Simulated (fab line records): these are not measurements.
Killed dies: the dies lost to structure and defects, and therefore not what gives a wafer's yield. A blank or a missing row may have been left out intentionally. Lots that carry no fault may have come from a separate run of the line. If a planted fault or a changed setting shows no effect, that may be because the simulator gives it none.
Problem report, 8D (eight disciplines) form, completed by code ; flow nandHarc ; the parts of the form that need people (team, actions taken, sign-off) are left out

1. THE PROBLEM
A mean of 10.7 s is read at NHARC_A_M1_CMP_23 for timeToEndpointS, taken on 1 wafer of 1 lot, against 28.1 s (standard deviation 2.3) on wafers free of any fault. Measured from the usual mean, that is -7.6 standard deviations.
The step: polishes, t overpolish 20 s, target thk 154.34 nm.
Earliest sighting: wafer L554.5 on cmp-04 at day 25 20:52. Wafers with a number at this step in the record: 39, from 13 lots. Rule for "out", or "out of limits": more than 4 standard deviations from the usual mean. All remaining wafers that have a number are taken as sound.

2. WHAT IT IS, AND WHAT IT ISN'T
question;is;is not
which readings at this step;timeToEndpointS;motorCurrentA, retainingRingPressureFrac
which lots;L554;L548, L549, L550, L551, L553, L555, L559, L565, L567, L568, L569, L571
which wafers of those lots;L554.5;L554.3, L554.6
read on which tools;cmp-04;cmp-01, cmp-02
when;from day 25 20:52;"up to then (20 sound wafers); but 18 sound wafers of L559, L565, L567, L568, L569, L571 came after"

3. WHAT RULES OUT EACH SUSPECT
Counting: a tool at a process step up to the reading stays a suspect if it ran every lot that is out. Sound lots after the first of them don't rule it out here, since some wafers of a struck lot are sound.
- ecdCu-01 at NHARC_A_M1_ECD_22 (material Cu, target thk 400 nm): kept. It ran the lot that is out, L554 (day 25 20:17); its last sound lot up to then is L555 (day 25 11:50).
- cmp-04 at NHARC_A_M1_CMP_23 (polishes, t overpolish 20 s, target thk 154.34 nm): kept. It ran the lot that is out, L554 (day 25 20:52); its last sound lot up to then is L553 (day 25 07:09). On those wafers its own readings are out: timeToEndpointS.
Remaining after the count are ecdCu-01 at NHARC_A_M1_ECD_22 and cmp-04 at NHARC_A_M1_CMP_23.

4. THE CAUSE (what the simulator had put in)
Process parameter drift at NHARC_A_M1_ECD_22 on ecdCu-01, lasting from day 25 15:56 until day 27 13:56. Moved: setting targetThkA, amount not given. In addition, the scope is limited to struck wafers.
Counting left 2 suspects, and this tool is among them.

5. SEQUENCE OF EFFECTS, ordered by route
Each row: a reading whose mean over the struck wafers that have a number lies more than 3 standard deviations from the usual. Only readings for which the record gives a usual standard deviation are gone through. hours: the time from each lot's start at the first step in this table that gives one to its start at this step, as a median over the lots. sigmas: the change in usual standard deviations.
hours;step;reading;usual;on struck wafers;change;sigmas
0;NHARC_A_M1_CMP_23;timeToEndpointS;28.1 s;10.7;-17.4;-7.6
It contains these process steps:
- NHARC_A_M1_CMP_23: polishes, t overpolish 20 s, target thk 154.34 nm.

6. HOW IT WOULD HAVE BEEN CAUGHT EARLIER
In this record the first reading out of limits was taken at day 25 20:52, 5 hours after the fault began at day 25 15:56.
By day 25 20:52 the whole set of lots that are out, 1 in number, had already begun NHARC_A_M1_ECD_22 on ecdCu-01. Had the tool been put on hold then, not one of them would have been saved.
